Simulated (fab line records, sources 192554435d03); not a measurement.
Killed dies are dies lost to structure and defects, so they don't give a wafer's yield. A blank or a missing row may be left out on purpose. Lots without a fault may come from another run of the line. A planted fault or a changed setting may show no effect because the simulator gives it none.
Problem report in the 8D (eight disciplines) form, filled by code | flow n5_finfet | the parts of the form that need people (team, actions taken, sign-off) are left out

1. THE PROBLEM
raw_defect_count at N5_FIN_SAQP_INSPECT_18 reads a mean of 1249 on 1 wafer of 1 lot; wafers without a fault read 424 with a standard deviation of 110. That is +7.5 standard deviations from the usual mean.
The step: inspects for defects (brightfield).
First seen on wafer L309.2, day 3 22:16, on defect_inspect-01. The record holds 24 wafers of 8 lots with a number at this step. Rule for "out", or "out of limits": more than 4 standard deviations from the usual mean. The other wafers with a number count as sound.

2. WHAT IT IS AND WHAT IT IS NOT
question                    | is                | is not
which readings at this step | raw_defect_count  | -
which lots                  | L309              | L301, L302, L304, L310, L311, L316, L322
which wafers of those lots  | L309.2            | L309.4, L309.6
read on which gauges        | defect_inspect-01 | defect_inspect-02
when                        | from day 3 22:16  | up to then (11 sound wafers); but 12 sound wafers of L310, L311, L316, L322 came after

3. SUSPECTS, AND WHAT RULES EACH OUT
Counting: a tool at a process step up to the reading stays a suspect if it ran every lot that is out. Sound lots after the first of them don't rule it out here, since some wafers of a struck lot are sound.
- the gauge at N5_FIN_SAQP_INSPECT_18: ruled out. All the wafers that are out were read on defect_inspect-01, but those of them that N5_FIN_CUT_INSPECT_17 has rows for are out there too, on other tools.
- wet_bench-05 at N5_FIN_SAQP_PRECLEAN_00 (cleans in SC1, time 60 s): kept. It ran the lot that is out, L309 (day 3 20:55); its last sound lot up to then is L304 (day 2 14:43).
- pecvd-03 at N5_FIN_SAQP_PECVD_48 (deposits SiNx from SiH4/NH3/N2, target thk 25 nm, time 22.1 s): kept. It ran the lot that is out, L309 (day 3 21:35); its last sound lot up to then is L304 (day 2 16:10).
- pecvd-04 at N5_FIN_SAQP_HM_DEP_72 (deposits SiO2 from SiH4/N2O, target thk 12 nm, time 7.2 s): kept. It ran the lot that is out, L309 (day 3 21:45); its last sound lot up to then is L304 (day 2 16:22).
- Within wet_bench-05 at N5_FIN_SAQP_PRECLEAN_00: the wafers that are out ran in chamber 2; their sound lot-mates ran in chambers 5, 6.
- Within pecvd-03 at N5_FIN_SAQP_PECVD_48: the wafers that are out ran in chamber 0; their sound lot-mates ran in chambers 1, 2.
Left after counting: wet_bench-05 at N5_FIN_SAQP_PRECLEAN_00, pecvd-03 at N5_FIN_SAQP_PECVD_48, pecvd-04 at N5_FIN_SAQP_HM_DEP_72.

4. THE CAUSE (what the simulator had put in)
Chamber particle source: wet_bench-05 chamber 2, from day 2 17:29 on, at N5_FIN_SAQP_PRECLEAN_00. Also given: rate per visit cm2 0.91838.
Counting left 3 suspects, and this tool is among them.

5. THE CHAIN OF EFFECTS, in route order
Each row: a reading whose mean over the struck wafers that have a number lies more than 3 standard deviations from the usual. Only readings for which the record gives a usual standard deviation are gone through. hours: the time from each lot's start at the first step in this table that gives one to its start at this step, as a median over the lots. sigmas: the change in usual standard deviations.
hours | step                    | reading              | usual  | on struck wafers | change | sigmas
0     | N5_FIN_SAQP_INSPECT_18  | raw_defect_count     | 424    | 1249             | +825   | +7.5
5     | N5_FIN_SAQP_INSPECT_40  | raw_defect_count     | 227    | 871              | +644   | +11
6     | N5_FIN_CUT_INSPECT_10   | raw_defect_count     | 42     | 631              | +589   | +45
7     | N5_FIN_CUT_INSPECT_17   | raw_defect_count     | 228    | 861              | +633   | +11
255   | N5_PASSIVATION_PROBE_49 | defect_limited_yield | 91.2 % | 85.8             | -5.4   | -3.9
255   | N5_PASSIVATION_PROBE_49 | killed_at_front_end  | 42     | 123              | +81    | +6.2
255   | N5_PASSIVATION_PROBE_49 | killed_dies          | 104    | 168              | +64    | +3.8
255   | N5_PASSIVATION_PROBE_49 | killed_on_rim        | 14     | 34               | +20    | +5.3
255   | N5_PASSIVATION_PROBE_49 | sort_bin_5_function  | 5.2 %  | 8.2              | +3.0   | +3.2
255   | N5_PASSIVATION_PROBE_49 | sort_n_pass          | 1075   | 1012             | -63    | -3.9
255   | N5_PASSIVATION_PROBE_49 | sort_yield_pct       | 91.1 % | 85.8             | -5.3   | -3.8
The process steps in it:
- N5_PASSIVATION_PROBE_49
Later measuring or inspecting steps at which every struck wafer that the step has a row for has a number for every such reading, and none has moved that far: N5_BEOL_M4_RC_MEAS_101.

6. WHAT WOULD HAVE CAUGHT IT SOONER
In this record the first reading out of limits at a measuring or inspecting step was taken at day 3 22:16, 29 hours after the fault began at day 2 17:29.
Of the tool readings at N5_FIN_SAQP_PRECLEAN_00 for which the record gives a usual standard deviation, none was out on any struck wafer, so an alarm limit of 4 standard deviations on them would not have fired.
All the lots that are out (1) had begun N5_FIN_SAQP_PRECLEAN_00 on wet_bench-05 by day 3 22:16. A hold on the tool at that time would have spared none of them.
